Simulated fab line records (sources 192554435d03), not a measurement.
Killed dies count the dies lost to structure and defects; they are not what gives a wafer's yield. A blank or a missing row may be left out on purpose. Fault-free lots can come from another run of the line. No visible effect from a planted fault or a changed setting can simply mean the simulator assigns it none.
Which tool did it? | flow n5Finfet | 24 wafers from 8 lots sampled at 5 of the route's 1938 steps

## WHAT THE GAUGES READ, wafer by wafer
N5_BEOL_M4_RC_MEAS_101.
lot  | measured     | on        | RC_DENSE_P (ohm.um)
L383 | day 10 15:37 | prober-01 | 22.9 23.3 23.4
L385 | day 10 22:18 | prober-01 | 23.9 23.7 24.0
L386 | day 11 02:14 | prober-01 | 24.1 24.2 24.2
L387 | day 11 03:49 | prober-02 | 36.6 24.6 24.0
L394 | day 13 02:40 | prober-01 | 23.1 37.3 22.7
L395 | day 13 04:31 | prober-01 | 24.0 24.3 24.2
L396 | day 13 15:16 | prober-01 | 23.4 24.0 23.6
L397 | day 13 20:48 | prober-02 | 23.6 23.0 23.3

## TOOL THAT RAN EACH LOT (tool first, then ch and the chambers of the sampled wafers, then the start)
lot  | N5_MOL_CONTACT_COAG_ETCH_59       | N5_MOL_CONTACT_COAG_CONTACT_ETCH_14 | N5_MOL_CONTACT_COAG_TI_SIL_19 | N5_MOL_CONTACT_COAG_SIL_ANNEAL_21
L383 | rieDiel-02 ch 0,2, day 6 17:44    | rieDiel-02 ch 0,2, day 6 17:53      | pvdSputter-03, day 6 18:34    | rtpAnneal-01 ch 0, day 6 19:14
L385 | rieDiel-05 ch 0,2,3, day 7 11:03  | rieDiel-05 ch 0,2,3, day 7 11:12    | pvdSputter-03, day 7 12:50    | rtpAnneal-01 ch 0, day 7 13:20
L386 | rieDiel-02 ch 1,2,3, day 7 13:26  | rieDiel-02 ch 1,2,3, day 7 13:35    | pvdSputter-03, day 7 15:58    | rtpAnneal-02 ch 0, day 7 16:29
L387 | rieDiel-02 ch 0,1,2, day 8 00:05  | rieDiel-02 ch 0,1,2, day 8 00:14    | pvdSputter-03, day 8 01:22    | rtpAnneal-01 ch 0, day 8 02:00
L394 | rieDiel-02 ch 0,1,3, day 9 12:55  | rieDiel-02 ch 0,1,3, day 9 13:04    | pvdSputter-02, day 9 15:12    | rtpAnneal-01 ch 0, day 9 15:44
L395 | rieDiel-05 ch 2,3, day 9 21:34    | rieDiel-05 ch 2,3, day 9 21:43      | pvdSputter-02, day 10 02:35   | rtpAnneal-01 ch 0, day 10 03:10
L396 | rieDiel-05 ch 0,2,3, day 10 02:06 | rieDiel-05 ch 0,2,3, day 10 02:15   | pvdSputter-02, day 10 09:09   | rtpAnneal-01 ch 0, day 10 09:49
L397 | rieDiel-05 ch 0,3, day 10 11:26   | rieDiel-05 ch 0,3, day 10 11:35     | pvdSputter-01, day 10 12:16   | rtpAnneal-01 ch 0, day 10 13:52
- N5_MOL_CONTACT_COAG_ETCH_59: etches underlayer in N2/H2, target depth 13 nm, time 10.4 s.
- N5_MOL_CONTACT_COAG_CONTACT_ETCH_14: etches SiO2 in C4F6/O2, target depth 27.5 nm, overetch 8.5 nm, time 20 s.
- N5_MOL_CONTACT_COAG_TI_SIL_19: material Ti, target thk 4.2 nm, time 15 s.
- N5_MOL_CONTACT_COAG_SIL_ANNEAL_21: time 60 s.

## THE ANSWER, worked out from the rows above alone
Rule: the lots themselves supply what counts as usual. Put in order of their means at a reading, lots are off if they are a third of the lots or fewer, leave a main group of 4 or more, and stand apart from it by a gap of 3 or more times the standard deviation of the main group's means; of several such gaps the widest counts. A main group is skipped when, at the precision printed for the reading in the tables above, its means are all equal. A lot without any number at a reading at which 4 lots or more have one is off too. All remaining lots with rows at the step are treated as sound.
Off: L387, L394, seen at N5_BEOL_M4_RC_MEAS_101 (RC_DENSE_P). The main group: mean 23.7 ohm.um, standard deviation 0.38.
If a tool, at a process step before that reading, ran all the lots that are off and no sound lot after the first of them, it fits. The gauges at N5_BEOL_M4_RC_MEAS_101 are tried like those tools. One candidate fits, namely rieDiel-02 at N5_MOL_CONTACT_COAG_ETCH_59 and N5_MOL_CONTACT_COAG_CONTACT_ETCH_14. At N5_MOL_CONTACT_COAG_ETCH_59 its last sound lot is L386 (day 7 13:26), its first lot that is off L387 (day 8 00:05): a fault that began between those two fits.

## WHAT WAS PUT IN BY THE SIMULATOR
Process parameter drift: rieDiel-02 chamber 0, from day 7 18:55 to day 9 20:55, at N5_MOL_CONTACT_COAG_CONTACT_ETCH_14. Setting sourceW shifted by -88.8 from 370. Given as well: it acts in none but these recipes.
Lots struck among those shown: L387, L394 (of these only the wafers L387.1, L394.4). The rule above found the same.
